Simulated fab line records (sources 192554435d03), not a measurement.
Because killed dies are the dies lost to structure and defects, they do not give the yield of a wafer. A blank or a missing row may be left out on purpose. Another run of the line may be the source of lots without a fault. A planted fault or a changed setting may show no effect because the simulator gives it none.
fab line records	flow n5_finfet
[record] lots = 7	wafers = 21
route steps=1938 shown BEOL_M14@1751 BEOL_M15@1808 TV_OPEN@1888 PAD_METAL@1895 PASSIVATION@1921
start_h: start of the lot's first displayed wafer, in hours after the record's first day	wait_h: time in hours since the lot's previous step	" unchanged from the row above	L1.1+2: several wafers, shown together as one row	- no value present, or no start provided	* or withheld: withheld	< > ~ a bound
route shown NAME@n: NAME is a module with steps in the file, n the number in the route of the first one	usual: the fault-free wafers' mean and standard deviation	same: alike in all rows	chamber/n: place in a boat	sites: per-site readings	_std_site: how widely they spread, as a standard deviation	_edge_site: inner sites' mean taken away from outer sites' mean	radius_mm: for every site, how far away it sits from the centre of the wafer	mask NAME#n: copy n	behind: the most recent tool/chamber to have shaped the wafer	hold: what put the lot on hold/how long, in hours/how the hold closed	device: transistor that didn't switch, given as n, p or np	end of line: the same wafers' tests at the end of the route	step lacking rows: just its recipe	killed: at the first sort, the dies lost to defects and structure; wafer yield is something else	map: dies across one wafer; x = killed, . = not, _ = none there
set.NAME: setting as actually run; set.NAME@STEP: the setting as run at that earlier step	model.NAME: the simulator's own value behind a step, which no gauge read
one table per step and one row per wafer, for lots whose settings were changed on purpose
[[steps]]
[step N5_BEOL_M14_ETCH_68]
[recipe] chemistry = N2/H2	target = SOC	mask_material = SiARC	source_w = 3000	bias_w = 350	temp_c = 40	time_s = 450	ion_energy_ev = 200	pressure_mtorr = 30	n2_flow_sccm = 200	h2_flow_sccm = 200
lot.wafer	tool	chamber	start_h	wait_h	set.time_s	set.peb_temp_c@BEOL_M14_PEB_26	model.BEOL_M14.cd_nm	model.SiARC_of_BEOL_M14_COAT_66.thk_nm
L075.2	rie_diel-03	2	256.57	0.1	450	127.3	266.2	64.2
L075.3	"	1	"	"	450	127.3	264.8	66.4
L075.6	"	3	"	"	450	130	279.2	64.6
L083.1	rie_diel-02	3	319.78	0.1	450	130	280.8	65.8
L083.4	"	1	"	"	492.6	127.5	263.2	62.6
L083.5	"	0	"	"	450	130	276.8	66.4
L087.2	rie_diel-03	3	328.97	0.1	450	130	279.8	64.4
L087.3	"	2	"	"	404.8	130	279.6	69.4
L087.6	"	1	"	"	450	130	277.6	66.2
L086.3	rie_diel-02	2	331.34	0.1	450	128.2	268.6	65.4
L086.5	"	1	"	"	450	130	276.2	66.2
L086.6	"	0	"	"	450	130	277	66
L091.2	rie_diel-06	3	363.37	0.1	450	130	278	65.2
L091.3	"	1	"	"	450	127.2	266	65.8
L091.5	"	0	"	"	450	127.2	262.8	64.8
L093.2	rie_diel-03	1	374.97	0.1	380.3	131	278.2	72.6
L093.5	"	0	"	"	380.3	131	280.6	71.4
L093.6	"	1	"	"	380.3	130	277.4	72.6
L095.2	rie_diel-06	2	396.12	0.1	450	130	279.4	66.6
L095.3	"	3	"	"	450	130	282.6	65.6
L095.6	"	1	"	"	450	130	281.4	66.8
[step N5_BEOL_M14_STRIP_69]
[recipe] chemistry = N2/H2	temp_c = 40	n2_flow_sccm = 200	h2_flow_sccm = 200	rf_frequency_hz = 6e+07
[step N5_BEOL_M14_TRENCH_ETCH_34]
[recipe] chemistry = C4F8/O2/Ar	target = SiO2	target_depth_a = 5566.5	mask_material = SOC	he_inner_torr = 15	he_outer_torr = 30	time_s = 126.9	ion_energy_ev = 800	pressure_mtorr = 20	source_w = 1905	bias_w = 2040	Ar_flow_sccm = 400	C4F8_flow_sccm = 16	O2_flow_sccm = 12
lot.wafer	tool	chamber	start_h	wait_h	set.peb_temp_c@BEOL_M14_PEB_26	model.BEOL_M14.cd_nm
L075.2	rie_diel-03	2	256.84	0.0	127.3	266
L075.3	"	1	"	"	127.3	264.4
L075.6	"	3	"	"	130	279.4
L083.1	rie_diel-02	3	320.05	0.0	130	280.2
L083.4	"	1	"	"	127.5	263.6
L083.5	"	0	"	"	130	277.2
L087.2	rie_diel-03	3	329.24	0.0	130	279.8
L087.3	"	2	"	"	130	279.4
L087.6	"	1	"	"	130	277.2
L086.3	rie_diel-02	2	331.62	0.0	128.2	268.4
L086.5	"	1	"	"	130	276.6
L086.6	"	0	"	"	130	277.2
L091.2	rie_diel-06	3	363.65	0.0	130	277.6
L091.3	"	1	"	"	127.2	265.4
L091.5	"	0	"	"	127.2	262.6
L093.2	rie_diel-03	1	375.25	0.0	131	278.6
L093.5	"	0	"	"	131	281
L093.6	"	1	"	"	130	277.6
L095.2	rie_diel-06	2	396.39	0.0	130	279.6
L095.3	"	3	"	"	130	282.8
L095.6	"	1	"	"	130	281.4
[step N5_BEOL_M15_ETCH_61]
[recipe] chemistry = N2/H2	target = BARC	target_depth_a = 890	overetch_a = 267	time_s = 67.9	ion_energy_ev = 200	pressure_mtorr = 30	source_w = 840	bias_w = 150	n2_flow_sccm = 200	h2_flow_sccm = 200
lot.wafer	tool	chamber	start_h	wait_h	set.time_s	model.coat_of_BEOL_M15_COAT_22.thk_nm
L075.2	rie_diel-04	3	262.76	0.0	67.9	718.8
L075.3	"	0	"	"	62.5	722
L075.6	"	3	"	"	67.9	719.2
L083.1	rie_diel-01	2	328.98	0.0	80.75	708.8
L083.4	"	1	"	"	67.9	721.8
L083.5	"	0	"	"	67.9	719
L087.2	rie_diel-04	3	336.36	0.0	67.9	720.2
L087.3	"	2	"	"	59.25	726
L087.6	"	0	"	"	59.25	726.4
L086.3	rie_diel-01	0	337.03	0.0	67.9	715.2
L086.5	"	2	"	"	67.9	718
L086.6	"	3	"	"	79.02	705.8
L091.2	rie_diel-04	3	368.60	0.0	67.9	718.8
L091.3	"	1	"	"	67.9	712.8
L091.5	"	3	"	"	67.9	718
L093.2	rie_diel-01	2	383.53	0.0	67.9	716.8
L093.5	"	2	"	"	67.9	718.4
L093.6	"	1	"	"	67.9	718.2
L095.2	rie_diel-04	3	401.54	0.0	67.9	716.6
L095.3	"	0	"	"	67.9	716
L095.6	"	0	"	"	67.9	717
[step N5_PASSIVATION_VIA_ETCH_13]
[recipe] chemistry = CHF3/O2	target = SiO2	target_depth_a = 6600	CHF3_flow_sccm = 50	O2_flow_sccm = 5	Ar_flow_sccm = 200	time_s = 330	mask_material = PR	pressure_mtorr = 30	source_w = 650	bias_w = 170	ion_energy_ev = 200	ends = cleared
[usual] rf_vpp_V = 522/11
lot.wafer	tool	chamber	start_h	wait_h	set.bias_w	rf_vpp_V
L075.2	rie_diel-04	0	273.95	0.0	170	506
L075.3	"	2	"	"	143.3	460
L075.6	"	2	"	"	143.3	459
L083.1	rie_diel-05	0	344.70	0.0	198.4	586
L083.4	"	1	"	"	198.4	583
L083.5	"	3	"	"	170	519
L086.3	rie_diel-01	3	349.77	0.0	170	531
L086.5	"	0	"	"	170	507
L086.6	"	1	"	"	170	533
L087.2	rie_diel-01	2	350.52	0.0	170	533
L087.3	"	1	"	"	141.1	459
L087.6	"	3	"	"	170	530
L091.2	rie_diel-04	0	381.02	0.0	170	504
L091.3	"	1	"	"	170	542
L091.5	"	0	"	"	170	505
L093.2	rie_diel-01	2	393.86	0.0	160.1	507
L093.5	"	1	"	"	170	532
L093.6	"	2	"	"	160.1	507
L095.2	rie_diel-01	2	415.47	0.0	170	533
L095.3	"	0	"	"	170	508
L095.6	"	2	"	"	170	532
[step N5_PASSIVATION_SPUTTER_20]
[recipe] material = TaN	target_thk_a = 500	temp_c = 25	chamber_pressure_pa = 0.4
lot.wafer	tool	chamber	start_h	wait_h	set.target_thk_a	model.TaN_of_PASSIVATION_SPUTTER_20.thk_nm
L075.2	pvd_sputter-02	-	274.73	0.0	500	50
L075.3	"	-	"	"	500	50.2
L075.6	"	-	"	"	500	49.6
L083.1	pvd_sputter-03	-	345.35	0.0	554.3	54.2
L083.4	"	-	"	"	500	49.8
L083.5	"	-	"	"	554.3	55.4
L086.3	pvd_sputter-01	-	350.57	0.0	481.6	47.2
L086.5	"	-	"	"	500	49
L086.6	"	-	"	"	481.6	47
L087.2	pvd_sputter-02	-	351.26	0.0	500	48.8
L087.3	"	-	"	"	500	49.4
L087.6	"	-	"	"	554.3	54.4
L091.2	pvd_sputter-01	-	382.64	0.0	500	49.2
L091.3	"	-	"	"	500	49
L091.5	"	-	"	"	455.7	44.2
L093.2	pvd_sputter-03	-	394.69	0.0	534.4	54.4
L093.5	"	-	"	"	534.4	53.8
L093.6	"	-	"	"	500	50.8
L095.2	pvd_sputter-03	-	416.27	0.0	500	50.6
L095.3	"	-	"	"	500	50
L095.6	"	-	"	"	500	51
[step N5_PASSIVATION_EXPOSE_41]
[recipe] mask_id = PASS_OPEN	na = 0.55	defocus_nm = 0	source_shape = conventional	sigma_outer = 0.8	polarization = unpolarized	target_cd_nm = 40000	dose_mj = 57.25
lot.wafer	tool	chamber	start_h	wait_h	mask	set.dose_mj
L075.2+3	krf_scanner-02	0	276.99	-	PASS_OPEN#0	55.01
L075.6	"	0	"	"	PASS_OPEN#0	57.25
L083.1+4+5	krf_scanner-02	0	347.58	-	PASS_OPEN#0	57.25
L086.3+6	krf_scanner-02	0	352.83	-	PASS_OPEN#0	58.34
L086.5	"	0	"	"	PASS_OPEN#0	57.25
L087.2+3+6	krf_scanner-02	0	353.64	-	PASS_OPEN#0	57.25
L091.2	krf_scanner-02	0	385.06	-	PASS_OPEN#0	53.1
L091.3+5	"	0	"	"	PASS_OPEN#0	57.25
L093.2+5+6	krf_scanner-02	0	397.00	-	PASS_OPEN#0	57.25
L095.2+3+6	krf_scanner-01	0	418.57	-	PASS_OPEN#0	57.25
[step N5_PASSIVATION_PEB_42]
[recipe] peb_temp_c = withheld	peb_time_s = *
[step N5_PASSIVATION_DEVELOP_43]
[recipe] develop_time_s = 60	rinse_liquid = diw	dry = air_spin	dev_temp_c = 21
[step N5_PASSIVATION_HARDBAKE_45]
[recipe] temp_c = 130	time_s = 120
[step N5_PASSIVATION_CD_MEAS_44]
[recipe] target_cd_nm = 40000	landing_energy_ev = 500	detector = se_inlens
[usual] cd_nm = 39999/3.7
lot.wafer	tool	chamber	start_h	wait_h	set.dose_mj@PASSIVATION_EXPOSE_41	cd_nm
L075.2	cd_sem-02	0	277.16	-	55.01	39983
L075.3	"	0	"	"	55.01	39980
L075.6	"	0	"	"	57.25	40001
L083.1	cd_sem-03	0	347.76	-	57.25	39999
L083.4	"	0	"	"	57.25	39999
L083.5	"	0	"	"	57.25	40002
L086.3	cd_sem-03	0	353.00	-	58.34	40007
L086.5	"	0	"	"	57.25	40001
L086.6	"	0	"	"	58.34	40009
L087.2	cd_sem-01	0	353.82	-	57.25	39997
L087.3	"	0	"	"	57.25	40003
L087.6	"	0	"	"	57.25	40001
L091.2	cd_sem-03	0	385.24	-	53.1	39969
L091.3	"	0	"	"	57.25	39998
L091.5	"	0	"	"	57.25	39999
L093.2	cd_sem-03	0	397.18	-	57.25	39993
L093.5	"	0	"	"	57.25	40001
L093.6	"	0	"	"	57.25	39994
L095.2	cd_sem-02	0	418.74	-	57.25	39997
L095.3	"	0	"	"	57.25	39996
L095.6	"	0	"	"	57.25	39995
[step N5_PASSIVATION_ETCH_54]
[recipe] chemistry = CHF3/O2	target = SiO2	target_depth_a = 8800	CHF3_flow_sccm = 50	O2_flow_sccm = 5	Ar_flow_sccm = 200	time_s = 440	mask_material = PR	pressure_mtorr = 30	source_w = 650	bias_w = 170	ion_energy_ev = 200
lot.wafer	tool	chamber	start_h	wait_h	set.time_s	model.etch.depth_nm	model.PASSIVATION.feature_depth_nm
L075.2	rie_diel-03	2	277.64	0.1	347.2	699.1	699.2
L075.3	"	1	"	"	347.2	687.5	687.6
L075.6	"	3	"	"	347.2	708.8	708.8
L083.1	rie_diel-06	3	348.11	0.1	491.7	985.2	985.2
L083.4	"	1	"	"	491.7	975.1	975
L083.5	"	0	"	"	491.7	980.8	980.8
L086.3	rie_diel-03	2	353.35	0.1	440	876	876
L086.5	"	3	"	"	440	875	875
L086.6	"	2	"	"	440	874	874
L087.2	rie_diel-06	3	354.36	0.1	440	872.1	872.2
L087.3	"	1	"	"	440	868	868
L087.6	"	2	"	"	440	842.8	842.8
L091.2	rie_diel-06	0	385.59	0.1	485.3	949.1	949.2
L091.3	"	3	"	"	440	871.3	871.2
L091.5	"	1	"	"	485.3	937.9	937.8
L093.2	rie_diel-03	0	397.53	0.1	440	885.4	885.4
L093.5	"	2	"	"	488	971.7	971.8
L093.6	"	3	"	"	488	973.3	973.4
L095.2	rie_diel-02	2	419.09	0.1	440	863.8	863.8
L095.3	"	1	"	"	440	835.3	835.2
L095.6	"	1	"	"	440	846.3	846.2
[[key]]
[split] step = N5_BEOL_M14_ETCH_68	setting = time_s	stated = 450	by = wafer
[response] step = N5_BEOL_M14_ETCH_68	reading = model.SiARC_of_BEOL_M14_COAT_66.thk_nm	change = -0.39	per = 1%	r = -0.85
[split] step = N5_BEOL_M15_ETCH_61	setting = time_s	stated = 67.9	by = wafer
[response] step = N5_BEOL_M15_ETCH_61	reading = model.coat_of_BEOL_M15_COAT_22.thk_nm	change = -0.583	per = 1%	r = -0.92
[split] step = N5_PASSIVATION_VIA_ETCH_13	setting = bias_w	stated = 170	by = wafer
[response] step = N5_PASSIVATION_VIA_ETCH_13	reading = rf_vpp_V	change = +3.78	per = 1%	r = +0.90
[split] step = N5_PASSIVATION_SPUTTER_20	setting = target_thk_a	stated = 500	by = wafer
[response] step = N5_PASSIVATION_SPUTTER_20	reading = model.TaN_of_PASSIVATION_SPUTTER_20.thk_nm	change = +0.493	per = 1%	r = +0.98
[split] step = N5_PASSIVATION_EXPOSE_41	setting = dose_mj	stated = 57.25	by = wafer
[response] step = N5_PASSIVATION_CD_MEAS_44	reading = cd_nm	change = +4.23	per = 1%	r = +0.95
[split] step = N5_PASSIVATION_ETCH_54	setting = time_s	stated = 440	by = wafer
[response] step = N5_PASSIVATION_ETCH_54	reading = model.etch.depth_nm	change = +7.53	per = 1%	r = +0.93
[response] step = N5_PASSIVATION_ETCH_54	reading = model.PASSIVATION.feature_depth_nm	change = +7.54	per = 1%	r = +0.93
split outside_this_file step=N5_BEOL_M14_PEB_26 setting=peb_temp_c
// split outside_this_file: this setting was split too, and the file shows its column; the key of that split is in another file
